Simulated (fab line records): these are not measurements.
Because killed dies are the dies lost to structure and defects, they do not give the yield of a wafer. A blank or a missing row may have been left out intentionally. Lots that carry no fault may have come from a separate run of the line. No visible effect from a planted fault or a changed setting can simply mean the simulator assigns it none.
Which tool is to blame? :: flow n5-finfet :: 36 wafers from 12 lots sampled at 5 of the route's 1938 steps

WHAT THE GAUGES READ, wafer by wafer
N5_BEOL_M1_RS_MEAS_58: uses a four-point probe to measure.
lot: L075
measured: day 7 08:14
on: film-metro-01
M1_RS (ohm/sq): 0.685 0.650 0.651

lot: L078
measured: day 7 13:04
on: film-metro-01
M1_RS (ohm/sq): 0.698 0.696 0.670

lot: L079
measured: day 7 18:24
on: film-metro-02
M1_RS (ohm/sq): 0.646 0.649 0.629

lot: L081
measured: day 8 10:23
on: film-metro-01
M1_RS (ohm/sq): 0.661 0.648 0.644

lot: L082
measured: day 8 21:40
on: film-metro-01
M1_RS (ohm/sq): 0.668 0.651 0.637

lot: L085
measured: day 9 08:23
on: film-metro-01
M1_RS (ohm/sq): 0.660 0.675 0.621

lot: L087
measured: day 9 19:07
on: film-metro-01
M1_RS (ohm/sq): 0.685 0.627 0.628

lot: L089
measured: day 10 13:26
on: film-metro-01
M1_RS (ohm/sq): 0.682 0.640 0.685

lot: L092
measured: day 10 23:29
on: film-metro-02
M1_RS (ohm/sq): 0.712 0.694 0.695

lot: L093
measured: day 11 10:49
on: film-metro-02
M1_RS (ohm/sq): 0.751 0.680 0.710

lot: L095
measured: day 11 15:44
on: film-metro-02
M1_RS (ohm/sq): 0.730 0.641 0.636

lot: L097
measured: day 12 23:31
on: film-metro-02
M1_RS (ohm/sq): 0.671 0.634 0.635

WHAT TOOL EACH LOT RAN ON (gives the tool, then ch and the chambers of the sampled wafers, and finally the start)
lot: L075
N5_BEOL_M1_ANNEAL_82: pvd-sputter-02, day 7 05:56
N5_BEOL_M1_ANNEAL_87: pvd-sputter-02, day 7 06:10
N5_BEOL_M1_SPUTTER_88: pvd-sputter-02, day 7 06:18
N5_BEOL_M1_CMP_52: cmp-01 ch 1,2,3, day 7 07:45

lot: L078
N5_BEOL_M1_ANNEAL_82: pvd-sputter-01, day 7 10:47
N5_BEOL_M1_ANNEAL_87: pvd-sputter-01, day 7 11:00
N5_BEOL_M1_SPUTTER_88: pvd-sputter-01, day 7 11:08
N5_BEOL_M1_CMP_52: cmp-03 ch 0,2,3, day 7 12:35

lot: L079
N5_BEOL_M1_ANNEAL_82: pvd-sputter-02, day 7 15:06
N5_BEOL_M1_ANNEAL_87: pvd-sputter-02, day 7 15:19
N5_BEOL_M1_SPUTTER_88: pvd-sputter-02, day 7 15:28
N5_BEOL_M1_CMP_52: cmp-01 ch 1,2,3, day 7 17:37

lot: L081
N5_BEOL_M1_ANNEAL_82: pvd-sputter-03, day 8 07:59
N5_BEOL_M1_ANNEAL_87: pvd-sputter-03, day 8 08:12
N5_BEOL_M1_SPUTTER_88: pvd-sputter-03, day 8 08:20
N5_BEOL_M1_CMP_52: cmp-01 ch 0,3, day 8 09:43

lot: L082
N5_BEOL_M1_ANNEAL_82: pvd-sputter-01, day 8 19:23
N5_BEOL_M1_ANNEAL_87: pvd-sputter-01, day 8 19:36
N5_BEOL_M1_SPUTTER_88: pvd-sputter-01, day 8 19:44
N5_BEOL_M1_CMP_52: cmp-03 ch 0,2,3, day 8 21:09

lot: L085
N5_BEOL_M1_ANNEAL_82: pvd-sputter-03, day 9 06:01
N5_BEOL_M1_ANNEAL_87: pvd-sputter-03, day 9 06:14
N5_BEOL_M1_SPUTTER_88: pvd-sputter-03, day 9 06:22
N5_BEOL_M1_CMP_52: cmp-03 ch 0,2, day 9 07:49

lot: L087
N5_BEOL_M1_ANNEAL_82: pvd-sputter-03, day 9 16:44
N5_BEOL_M1_ANNEAL_87: pvd-sputter-03, day 9 16:57
N5_BEOL_M1_SPUTTER_88: pvd-sputter-03, day 9 17:05
N5_BEOL_M1_CMP_52: cmp-01 ch 0,2,3, day 9 18:38

lot: L089
N5_BEOL_M1_ANNEAL_82: pvd-sputter-03, day 10 11:08
N5_BEOL_M1_ANNEAL_87: pvd-sputter-03, day 10 11:22
N5_BEOL_M1_SPUTTER_88: pvd-sputter-03, day 10 11:30
N5_BEOL_M1_CMP_52: cmp-01 ch 0,2,3, day 10 12:52

lot: L092
N5_BEOL_M1_ANNEAL_82: pvd-sputter-03, day 10 21:11
N5_BEOL_M1_ANNEAL_87: pvd-sputter-03, day 10 21:24
N5_BEOL_M1_SPUTTER_88: pvd-sputter-03, day 10 21:32
N5_BEOL_M1_CMP_52: cmp-02 ch 0,1,2, day 10 22:55

lot: L093
N5_BEOL_M1_ANNEAL_82: pvd-sputter-03, day 11 08:31
N5_BEOL_M1_ANNEAL_87: pvd-sputter-03, day 11 08:44
N5_BEOL_M1_SPUTTER_88: pvd-sputter-03, day 11 08:52
N5_BEOL_M1_CMP_52: cmp-03 ch 0,1,3, day 11 10:18

lot: L095
N5_BEOL_M1_ANNEAL_82: pvd-sputter-02, day 11 13:10
N5_BEOL_M1_ANNEAL_87: pvd-sputter-02, day 11 13:23
N5_BEOL_M1_SPUTTER_88: pvd-sputter-02, day 11 13:31
N5_BEOL_M1_CMP_52: cmp-02 ch 0,1, day 11 15:11

lot: L097
N5_BEOL_M1_ANNEAL_82: pvd-sputter-01, day 12 21:14
N5_BEOL_M1_ANNEAL_87: pvd-sputter-01, day 12 21:27
N5_BEOL_M1_SPUTTER_88: pvd-sputter-01, day 12 21:35
N5_BEOL_M1_CMP_52: cmp-01 ch 1,2,3, day 12 23:00
- N5_BEOL_M1_ANNEAL_82: time 240 s.
- N5_BEOL_M1_ANNEAL_87: time 240 s.
- N5_BEOL_M1_SPUTTER_88: material Cu, target thk 4.5 nm, time 8.29 s.
- N5_BEOL_M1_CMP_52: polishes, stops on SiOC, t overpolish 6.8 s, target thk 40 nm.

THE ANSWER, worked out from the rows above alone
Rule: usual is defined by the lots themselves. The widest of any qualifying gaps counts: lots, ordered by their means at a reading, are off when they make up no more than a third of the lots, leave a main group of 4 or more, and stand apart from it by 3 or more times the standard deviation of that group's means. The tables above print the reading to a certain number of digits; a main group whose means all agree to those digits is not used. A lot without any number at a reading at which 4 lots or more have one is off too. Where the step has rows for the other lots, those lots are counted as sound.
No lot is off at any reading shown: from this, nothing can be told.

WHAT WAS PUT IN BY THE SIMULATOR
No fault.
